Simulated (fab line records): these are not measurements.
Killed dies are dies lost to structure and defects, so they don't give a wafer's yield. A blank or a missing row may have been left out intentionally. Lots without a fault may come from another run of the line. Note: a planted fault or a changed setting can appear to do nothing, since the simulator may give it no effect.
fab line records -- flow n5Finfet -- part 2 of 2: steps 24 to 36 of 36
record: lots: 5, wafers: 15, lastDay: 17
route steps=1938 shown STI_FIN_REVEAL@183 DUMMY_GATE@212
lots that met no fault: taken from a fault-free run of the same line
startH: start of the lot's first displayed wafer, in hours after the record's first day -- waitH: time in hours since the lot's previous step -- " the same as in the row above -- L1.1+2: one row covering several wafers at once -- - value missing, or start not given -- * or withheld: withheld -- < > ~ a bound
route shown NAME@n: names a module that has steps shown in the file, with the first one's number in the route -- usual: average and standard deviation across the fault-free wafers -- same: alike in all rows -- chamber/n: place in a boat -- sites: readings site by site -- _std_site: the standard deviation of these -- _edge_site: the outer-site mean with the inner-site mean subtracted -- radiusMm: for every site, how far away it sits from the centre of the wafer -- mask NAME#n: copy n -- behind: the last tool/chamber to shape the wafer -- hold: the reason the lot was held/the length of the hold in hours/how it ended -- device: the n, p or np transistor that did not switch -- end of line: the same wafers' tests at the end of the route -- a step without rows: its recipe alone -- killed: count of dies lost to structure and defects at first sort (not the wafer's yield) -- map: a wafer's dies, marking killed ones x, the rest . and places with no die _
set.NAME: setting as actually run; set.NAME@STEP: the setting as run at that earlier step -- model.NAME: the simulator's own value behind a step, which no gauge read
lots at some steps of the route; a table a step, a row a wafer
services: a tool's chamber out of use, with start hour (startH, from the record's first day; less than 0 if before it), hours out, and reason
== steps ==
step: N5_STI_FIN_REVEAL_SRD_23
recipe: dry: ipaMarangoni, timeS: 30, tempC: 23, rinseLiquid: diw
lot.wafer,tool,chamber,startH,waitH
L074.2+3+6,wetBench-03,"5,6,7",43.33,0.0
L075.1+2+4,wetBench-03,"4,1,2",43.53,0.0
L076.2+4+6,wetBench-03,"2,5,1",52.32,0.0
L080.3+4+6,wetBench-06,"1,0,2",76.12,0.0
L095.1+2+4,wetBench-01,"0,3,2",163.23,0.0
step: N5_STI_FIN_REVEAL_CD_MEAS_22
recipe: targetCdNm: 6.238, pitchNm: 28, polarity: line
usual: cdNm: 6.23/0.2
lot.wafer,tool,chamber,startH,waitH,cdNm
L074.2,cdSem-02,-,43.37,0.0,6.25
L074.3,cdSem-02,-,43.37,0.0,6.22
L074.6,cdSem-02,-,43.37,0.0,6.60
L075.1,cdSem-02,-,43.57,0.0,5.98
L075.2,cdSem-02,-,43.57,0.0,6.31
L075.4,cdSem-02,-,43.57,0.0,6.23
L076.2,cdSem-02,-,52.36,0.0,6.31
L076.4,cdSem-02,-,52.36,0.0,6.28
L076.6,cdSem-02,-,52.36,0.0,6.41
L080.3,cdSem-02,-,76.17,0.0,6.38
L080.4,cdSem-02,-,76.17,0.0,6.23
L080.6,cdSem-02,-,76.17,0.0,6.10
L095.1,cdSem-02,-,163.27,0.0,6.24
L095.2,cdSem-02,-,163.27,0.0,6.29
L095.4,cdSem-02,-,163.27,0.0,6.44
step: N5_STI_FIN_REVEAL_FIN_H_MEAS_10
usual: trenchDepthNm: 52.0/0.58
lot.wafer,tool,chamber,startH,waitH,trenchDepthNm
L074.2,ocd-02,-,43.40,0.0,52.5
L074.3,ocd-02,-,43.40,0.0,52.0
L074.6,ocd-02,-,43.40,0.0,52.0
L075.1,ocd-02,-,43.60,0.0,52.0
L075.2,ocd-02,-,43.60,0.0,52.5
L075.4,ocd-02,-,43.60,0.0,52.6
L076.2,ocd-01,-,52.39,0.0,52.3
L076.4,ocd-01,-,52.39,0.0,52.8
L076.6,ocd-01,-,52.39,0.0,52.5
L080.3,ocd-01,-,76.20,0.0,51.4
L080.4,ocd-01,-,76.20,0.0,52.0
L080.6,ocd-01,-,76.20,0.0,51.8
L095.1,ocd-01,-,163.30,0.0,51.0
L095.2,ocd-01,-,163.30,0.0,51.1
L095.4,ocd-01,-,163.30,0.0,51.1
step: N5_STI_FIN_REVEAL_PRECLEAN_18
recipe: chemistry: SC2, timeS: 45, tempC: 35, mix: 1:1:50
lot.wafer,tool,chamber,startH,waitH
L074.2+3+6,wetBench-03,"1,2,0",43.43,0.0
L075.1+2+4,wetBench-03,"2,5,3",43.63,0.0
L076.2+4+6,wetBench-01,"6,0,5",52.42,0.0
L080.3+4+6,wetBench-06,"4,2,3",76.23,0.0
L095.1+2+4,wetBench-06,"2,7,0",163.33,0.0
step: N5_STI_FIN_REVEAL_SRD_28
recipe: dry: ipaMarangoni, timeS: 30, tempC: 23, rinseLiquid: diw
lot.wafer,tool,chamber,startH,waitH
L074.2+3+6,wetBench-03,"1,2,0",43.45,0.0
L075.1+2+4,wetBench-03,"2,5,3",43.65,0.0
L076.2+4+6,wetBench-01,"6,0,5",52.43,0.0
L080.3+4+6,wetBench-06,"4,2,3",76.24,0.0
L095.1+2+4,wetBench-06,"2,7,0",163.35,0.0
step: N5_STI_FIN_REVEAL_INSPECT_13
recipe: inspectInstrument: darkfield, mode: postClean
usual: rawDefectCount: 12/4.4
lot.wafer,tool,chamber,startH,waitH,rawDefectCount
L074.2,defectInspect-01,-,43.49,0.0,13
L074.3,defectInspect-01,-,43.49,0.0,6
L074.6,defectInspect-01,-,43.49,0.0,6
L075.1,defectInspect-01,-,43.69,0.0,19
L075.2,defectInspect-01,-,43.69,0.0,14
L075.4,defectInspect-01,-,43.69,0.0,11
L076.2,defectInspect-01,-,52.47,0.0,9
L076.4,defectInspect-01,-,52.47,0.0,21
L076.6,defectInspect-01,-,52.47,0.0,12
L080.3,defectInspect-01,-,76.28,0.0,11
L080.4,defectInspect-01,-,76.28,0.0,7
L080.6,defectInspect-01,-,76.28,0.0,8
L095.1,defectInspect-01,-,163.39,0.0,17
L095.2,defectInspect-01,-,163.39,0.0,12
L095.4,defectInspect-01,-,163.39,0.0,9
step: N5_DUMMY_GATE_PRECLEAN_00
recipe: chemistry: O3/DIW, timeS: 60, tempC: 22, o3Ppm: 10
lot.wafer,tool,chamber,startH,waitH
L074.2+3+6,wetBench-04,"6,4,1",43.52,0.0
L075.1+2+4,wetBench-04,"4,1,5",43.72,0.0
L076.2+4+6,wetBench-04,"3,0,2",52.50,0.0
L080.3+4+6,wetBench-04,"4,2,3",76.31,0.0
L095.1+2+4,wetBench-04,"5,0,6",163.42,0.0
step: N5_DUMMY_GATE_SRD_01
recipe: timeS: 30, tempC: 23, rinseLiquid: diw, dry: ipaMarangoni
lot.wafer,tool,chamber,startH,waitH
L074.2+3+6,wetBench-04,"6,4,1",43.54,0.0
L075.1+2+4,wetBench-04,"4,1,5",43.74,0.0
L076.2+4+6,wetBench-04,"3,0,2",52.52,0.0
L080.3+4+6,wetBench-04,"4,2,3",76.33,0.0
L095.1+2+4,wetBench-04,"5,0,6",163.44,0.0
step: N5_DUMMY_GATE_ALD_02
recipe: material: SiO2, targetThkA: 20, tempC: 300, aldPrecursorFamily: BDEAS, aldCoReactant: O2-plasma, pulseTimeS: 1, pressureTorr: 2
usual: heaterPowerW: 467/49, precursorPulseHeightRel: 1.001/0.021
lot.wafer,tool,chamber,startH,waitH,heaterPowerW,precursorPulseHeightRel,sinceWetCleanH
L074.2,aldSin-02,0,43.59,0.0,592,1.004,324
L074.3,aldSin-02,2,43.59,0.0,492,1.008,324
L074.6,aldSin-02,1,43.59,0.0,427,0.989,-
L075.1,aldSin-04,2,43.78,0.0,434,1.036,141
L075.2,aldSin-04,1,43.78,0.0,487,1.036,141
L075.4,aldSin-04,0,43.78,0.0,483,1.041,141
L076.2,aldSin-03,1,52.57,0.0,467,0.999,240
L076.4,aldSin-03,2,52.57,0.0,451,0.996,240
L076.6,aldSin-03,0,52.57,0.0,508,1.005,-
L080.3,aldSin-04,3,76.37,0.0,433,1.006,174
L080.4,aldSin-04,2,76.37,0.0,433,0.999,174
L080.6,aldSin-04,0,76.37,0.0,505,1.016,-
L095.1,aldSin-02,3,163.49,0.0,371,0.978,64
L095.2,aldSin-02,2,163.49,0.0,467,0.999,64
L095.4,aldSin-02,1,163.49,0.0,436,1.016,64
step: N5_DUMMY_GATE_CVD_03
recipe: material: a-Si, targetThkA: 1500, tempC: 530, precursor: SiH4, timeS: 8042
lot.wafer,tool,chamber,startH,waitH
L074.2+3+6,lpcvd-01,"1/95,1/100,1/114",43.69,0.1
L075.1+2+4,lpcvd-02,"1/40,1/45,1/54",45.33,1.5
L076.2+4+6,lpcvd-01,"0/95,0/104,0/114",52.67,0.1
L080.3+4+6,lpcvd-02,"0/50,0/54,0/64",76.48,0.1
L095.1+2+4,lpcvd-01,"1/40,1/45,1/54",163.60,0.1
step: N5_DUMMY_GATE_PRECLEAN_46
recipe: chemistry: DIW, timeS: 89.5, tempC: 23
lot.wafer,tool,chamber,startH,waitH
L074.2+3+6,wetBench-02,"7,3,2",47.37,0.0
L075.1+2+4,wetBench-05,"0,4,3",49.01,0.0
L076.2+4+6,wetBench-04,"5,4,3",56.36,0.0
L080.3+4+6,wetBench-04,"0,7,6",80.16,0.0
L095.1+2+4,wetBench-05,"4,0,3",169.12,0.0
step: N5_DUMMY_GATE_SRD_47
recipe: dryTimeS: 32, dry: n2Spin, spinRpm: 1500
lot.wafer,tool,chamber,startH,waitH
L074.2+3+6,wetBench-02,"7,3,2",47.40,0.0
L075.1+2+4,wetBench-05,"0,4,3",49.03,0.0
L076.2+4+6,wetBench-04,"5,4,3",56.39,0.0
L080.3+4+6,wetBench-04,"0,7,6",80.18,0.0
L095.1+2+4,wetBench-05,"4,0,3",169.15,0.0
step: N5_DUMMY_GATE_CMP_04
recipe: material: a-Si, postCmpClean: alkalineBrush
usual: motorCurrentA: 9.5/1.5, padLifeWafers: 1098/690, timeToEndpointS: 14.4/1.8
lot.wafer,tool,chamber,startH,waitH,motorCurrentA,padLifeWafers,timeToEndpointS
L074.2,cmp-03,2,47.46,0.1,7.8,1435,13.6
L074.3,cmp-03,3,47.46,0.1,11.9,1436,14.2
L074.6,cmp-03,2,47.46,0.1,7.9,-,12.2
L075.1,cmp-01,3,49.07,0.0,10.9,1950,15.2
L075.2,cmp-01,1,49.07,0.0,9.5,1952,15.2
L075.4,cmp-01,2,49.07,0.0,10.0,1953,15.6
L076.4,cmp-01,1,56.45,0.1,9.6,2011,15.8
L076.2,cmp-01,3,56.45,0.1,11.4,2013,18.3
L076.6,cmp-01,1,56.45,0.1,10.1,-,17.2
L080.3,cmp-04,1,80.22,0.0,9.1,1122,13.2
L080.4,cmp-04,0,80.22,0.0,11.1,1125,17.3
L080.6,cmp-04,1,80.22,0.0,8.9,-,14.6
L095.1,cmp-01,3,169.21,0.1,10.8,667,13.7
L095.4,cmp-01,0,169.21,0.1,7.8,668,13.0
L095.2,cmp-01,1,169.21,0.1,9.6,669,15.7
== services ==
tool,chamber,startH,hours,kind
cmp-03,-,10.18,2.0,repair
rieSi-05,2,11.51,2.9,repair
aldSin-04,-,14.48,4.3,pm
remotePlasma-02,-,18.06,0.2,repair
plasmaAsher-02,-,21.74,11.7,repair
rieDiel-01,0,22.00,9.5,repair
aldSin-04,-,23.27,0.2,repair
wetBench-05,-,26.20,3.1,repair
rieSi-05,3,27.70,10.3,repair
cmp-01,-,29.18,3.8,repair
rieDiel-06,2,33.40,8.3,repair
cmp-01,-,33.49,3.7,pm
rieDiel-01,-,36.17,0.3,repair
rieDiel-01,-,42.23,28.1,pm
wetBench-06,-,52.93,2.4,repair
cmp-01,-,79.11,4.0,pm
aldSin-04,3,85.24,15.2,repair
aldSin-02,-,85.25,14.0,pm
rieDiel-01,3,105.15,7.8,repair
cmp-01,-,122.73,1.6,repair
cmp-01,-,132.47,1.0,repair
wetBench-01,-,135.36,0.6,repair
cmp-01,-,151.87,0.2,repair
plasmaAsher-01,-,169.11,4.0,repair
